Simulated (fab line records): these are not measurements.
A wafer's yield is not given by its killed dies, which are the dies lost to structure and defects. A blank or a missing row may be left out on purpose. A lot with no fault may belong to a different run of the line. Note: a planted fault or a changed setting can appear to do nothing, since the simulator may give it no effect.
The tool behind it: which one?	flow n5Finfet	24 lots, 72 wafers sampled, at 3 steps of a route of 1938

== WHAT THE GAUGES SHOWED, per wafer ==
N5_ILD0_INSPECT_06: inspects for defects (darkfield). Usual: rawDefectCount at 35, with a standard deviation of 17.
lot	measured	on	rawDefectCount	flag
L074	day 3 15:26	defectInspect-01	43 38 15	
L075	day 3 21:19	defectInspect-01	9 23 19	
L076	day 4 04:25	defectInspect-02	26 28 21	
L077	day 4 08:35	defectInspect-02	30 60 55	
L078	day 4 17:49	defectInspect-02	47 27 65	
L079	day 4 20:56	defectInspect-01	34 22 37	
L080	day 5 05:41	defectInspect-01	39 33 72	
L081	day 5 12:05	defectInspect-02	60 31 27	
L082	day 5 14:43	defectInspect-01	24 16 12	
L083	day 5 23:48	defectInspect-02	42 23 31	
L084	day 6 06:54	defectInspect-01	53 41 55	
L085	day 6 15:14	defectInspect-01	39 31 71	
L086	day 6 17:24	defectInspect-02	21 21 84	
L087	day 6 23:13	defectInspect-02	30 24 14	
L088	day 7 06:38	defectInspect-01	82 42 39	
L089	day 7 12:37	defectInspect-01	22 14 44	
L090	day 7 21:31	defectInspect-01	27 44 16	
L092	day 8 04:38	defectInspect-02	40 42 34	
L091	day 8 07:22	defectInspect-01	26 33 19	
L093	day 8 13:53	defectInspect-02	25 28 22	
L094	day 8 16:40	defectInspect-01	16 26 26	
L095	day 8 23:33	defectInspect-01	26 20 24	
L096	day 9 05:14	defectInspect-01	18 36 31	
L097	day 9 12:55	defectInspect-02	87 26 48	

N5_SDB_OVL_MEAS_12. Usual: SDB_OVL -0.4 nm, standard deviation 0.78.
lot	measured	on	SDB_OVL (nm)	flag
L074	day 3 15:50	overlay-02	-2.0 -1.3 -1.5	
L075	day 3 21:43	overlay-02	-1.6 -2.9 -1.7	
L076	day 4 04:48	overlay-02	-0.9 -1.1 0.1	
L077	day 4 08:59	overlay-02	-0.7 -0.7 -0.4	
L078	day 4 18:13	overlay-01	-0.9 0.2 0.2	
L079	day 4 21:27	overlay-01	-0.6 -1.4 -0.8	
L080	day 5 06:12	overlay-01	-1.0 -0.2 0.0	
L081	day 5 12:29	overlay-02	-0.2 0.1 -0.3	
L082	day 5 15:14	overlay-02	-1.0 0.8 -0.2	
L083	day 6 00:11	overlay-01	-0.6 -0.1 0.7	
L084	day 6 07:18	overlay-02	-0.4 -0.3 -0.1	
L085	day 6 15:46	overlay-01	-1.3 -0.1 -0.6	
L086	day 6 17:55	overlay-01	1.1 -0.1 0.1	
L087	day 6 23:37	overlay-02	1.1 1.4 0.8	
L088	day 7 07:02	overlay-02	-0.2 -0.6 -0.7	
L089	day 7 13:07	overlay-01	-0.3 -1.0 0.4	
L090	day 7 22:02	overlay-01	-0.9 0.1 -1.7	
L092	day 8 05:04	overlay-02	0.6 0.2 0.1	
L091	day 8 07:46	overlay-02	-0.1 0.5 0.2	
L093	day 8 14:23	overlay-01	0.0 -1.8 -1.1	
L094	day 8 17:11	overlay-01	1.6 1.3 0.2	
L095	day 8 23:57	overlay-02	0.9 0.8 -0.2	
L096	day 9 05:45	overlay-02	-0.7 -0.3 0.1	
L097	day 9 13:20	overlay-02	-0.4 -0.7 -1.6	

N5_HKMG_FIN_CD_MEAS_49: the cd target is 202 nm. Usual: cdNm at 202.0 nm, with a standard deviation of 0.64.
lot	measured	on	cdNm (nm)	flag
L074	day 3 21:26	cdSem-01	201.9 201.7 202.1	
L075	day 4 03:11	cdSem-02	201.9 201.6 201.1	
L076	day 4 10:08	cdSem-02	202.6 202.1 201.6	
L077	day 4 14:42	cdSem-02	202.8 201.5 202.1	
L078	day 5 00:04	cdSem-03	202.7 202.7 202.2	
L079	day 5 03:25	cdSem-02	201.8 202.5 202.2	
L080	day 5 12:06	cdSem-03	201.9 202.8 202.5	
L081	day 5 18:57	cdSem-01	202.9 203.1 202.7	
L082	day 5 21:00	cdSem-03	201.7 202.3 201.7	
L083	day 6 05:38	cdSem-01	201.6 201.9 202.0	
L084	day 6 12:42	cdSem-03	201.2 201.4 202.9	
L085	day 6 21:18	cdSem-02	201.1 201.2 201.1	
L086	day 6 23:19	cdSem-02	202.3 202.6 202.7	
L087	day 7 05:06	cdSem-01	201.7 201.4 201.4	
L088	day 7 13:14	cdSem-02	201.6 201.6 202.2	
L089	day 7 19:18	cdSem-01	201.1 202.1 201.6	
L090	day 8 03:38	cdSem-01	202.5 203.2 202.8	
L092	day 8 11:44	cdSem-03	201.9 202.1 202.3	
L091	day 8 13:53	cdSem-03	203.6 203.6 203.1	
L093	day 8 19:55	cdSem-01	202.4 201.4 201.6	
L094	day 8 23:07	cdSem-03	201.8 202.1 202.6	
L095	day 9 05:47	cdSem-02	201.9 201.8 202.0	
L096	day 9 11:13	cdSem-03	201.3 200.9 201.1	
L097	day 9 18:50	cdSem-02	201.4 201.0 201.1	

== TOOL THAT RAN EACH LOT (tool first, then ch and the chambers of the sampled wafers, then the start) ==
The record shows no process step preceding these readings.

== WHAT THE TOOLS THEMSELVES READ (means of the sampled wafers that have a number; where no wafer has one, the mark that the record gives instead) ==
The record holds no such reading with a usual standard deviation.

== THE ANSWER, worked out from the rows above alone ==
Rule: lot off if the mean of its wafers having a number is beyond 3 standard deviations from the usual mean. A lot without any number at a reading at which 4 lots or more have one is off too. All remaining lots with rows at the step are treated as sound. Order of review: gauges by route order, followed by the tools' own readings, for which a lot's mean as printed above is used. The first step at which some lot is off is used, and at that step the reading that is off furthest; a lot without a number counts as furthest.
None of the lots is off at any reading shown; this tells nothing.

== WHAT THE SIMULATOR PUT IN ==
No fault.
